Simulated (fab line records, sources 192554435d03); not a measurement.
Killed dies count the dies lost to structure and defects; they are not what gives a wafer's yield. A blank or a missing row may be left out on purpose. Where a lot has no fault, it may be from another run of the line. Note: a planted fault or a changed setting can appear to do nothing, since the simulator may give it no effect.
Split-lot study ; flow n5Finfet ; route with 1938 steps; 7 lots, 21 wafers read

## ABOUT THE SPLIT
At N5_ZERO_LAYER_COAT_05 (resist thk 1000 nm), the setting spinRpm was moved away from the recipe's 1500 rpm on 7 of the 21 wafers read, by -6.3% to +10.1%. This setting was run at the recipe's value on the other wafers.

The split's own step is where the reading is taken.

## THE READING
coat_of_ZERO_LAYER_COAT_05.thkNm (the simulator's own value, which no gauge read), in nm, at N5_ZERO_LAYER_COAT_05 (resist thk 1000 nm). No usual value for it is given in the file. Average 998.6 nm, standard deviation 3.7 nm, over the 14 wafers here run with the recipe.

wafer;tool, chamber at the split;spinRpm as run, rpm;against the recipe;coat_of_ZERO_LAYER_COAT_05.thkNm, nm;against lot-mates on the recipe
L078.3;lithoTrack-01, 0;1500;recipe;995.6;-
L078.4;lithoTrack-01, 0;1500;recipe;996.4;-
L078.5;lithoTrack-01, 0;1500;recipe;995.8;-
L079.1;lithoTrack-03, 0;1500;recipe;1006;-
L079.4;lithoTrack-03, 0;1500;recipe;1006;-
L079.6;lithoTrack-03, 0;1500;recipe;1004;-
L082.2;lithoTrack-01, 0;1500;recipe;996.8;-
L082.3;lithoTrack-01, 0;1651;+10.1%;952.1;-46.1
L082.6;lithoTrack-01, 0;1500;recipe;999.6;-
L084.2;lithoTrack-02, 0;1409;-6.1%;1032;+36.6
L084.3;lithoTrack-02, 0;1500;recipe;995.4;-
L084.5;lithoTrack-02, 0;1409;-6.1%;1031;+35.6
L085.2;lithoTrack-02, 0;1570;+4.7%;974;-24.2
L085.3;lithoTrack-02, 0;1500;recipe;997.6;-
L085.6;lithoTrack-02, 0;1500;recipe;998.7;-
L090.1;lithoTrack-01, 0;1419;-5.4%;1029;+32.8
L090.2;lithoTrack-01, 0;1500;recipe;996.2;-
L090.4;lithoTrack-01, 0;1419;-5.4%;1028;+31.8
L092.2;lithoTrack-01, 0;1500;recipe;995.3;-
L092.5;lithoTrack-01, 0;1406;-6.3%;1031;+35.0
L092.6;lithoTrack-01, 0;1500;recipe;996.7;-

FIT RESULTS
A straight line over all 21 wafers: coat_of_ZERO_LAYER_COAT_05.thkNm changes by -5.09 nm for each +1% of spinRpm; r = -0.98; the points scatter about the line by 3.5 nm.
The same after taking each lot's own level away (the mean of its wafers on the recipe; 21 wafers): -5.32 nm for each +1%; r = -0.99; scatter 2.2 nm.
That fit puts the effect of the largest move of spinRpm on the reading at 54 nm.
The span of the lots' own levels, 995.40 to 1005.33 nm, comes to 2.7 times the standard deviation stated above.
The two slopes agree, so the slope changes little with the lot-to-lot level.
Check: -57.6 nm against its lot-mates is what the line predicts for one of the wafers moved furthest among these (+10.1%) when that wafer is left out of the fit. Against them it came out at -46.1 nm.

## THESE WAFERS: OTHER SPLITS
These wafers also went through other splits before the reading. Each is held against what the fit with the lots' levels taken away leaves over:
other split on the same wafers;wafers away from the commonest value;r with coat_of_ZERO_LAYER_COAT_05.thkNm (lot level and that fit taken away)
N5_ZERO_LAYER_PECVD_02 timeS;7;+0.05

## THE WHOLE CHAIN: every reading that the file lists as answering this split, in the file's order
step;what it does;reading;change (the file's fit);r (the file's)
N5_ZERO_LAYER_COAT_05;resist thk 1000 nm;coat_of_ZERO_LAYER_COAT_05.thkNm (the simulator's own value, which no gauge read);-5.21 nm for each +1% of the setting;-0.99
N5_ZERO_LAYER_STRIP_24;strips in O2;stripTimeToEndpointS;withheld for each +1% of the setting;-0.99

## FILE'S OWN FIT
coat_of_ZERO_LAYER_COAT_05.thkNm changes by -5.21 nm for each +1% of spinRpm, r = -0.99.
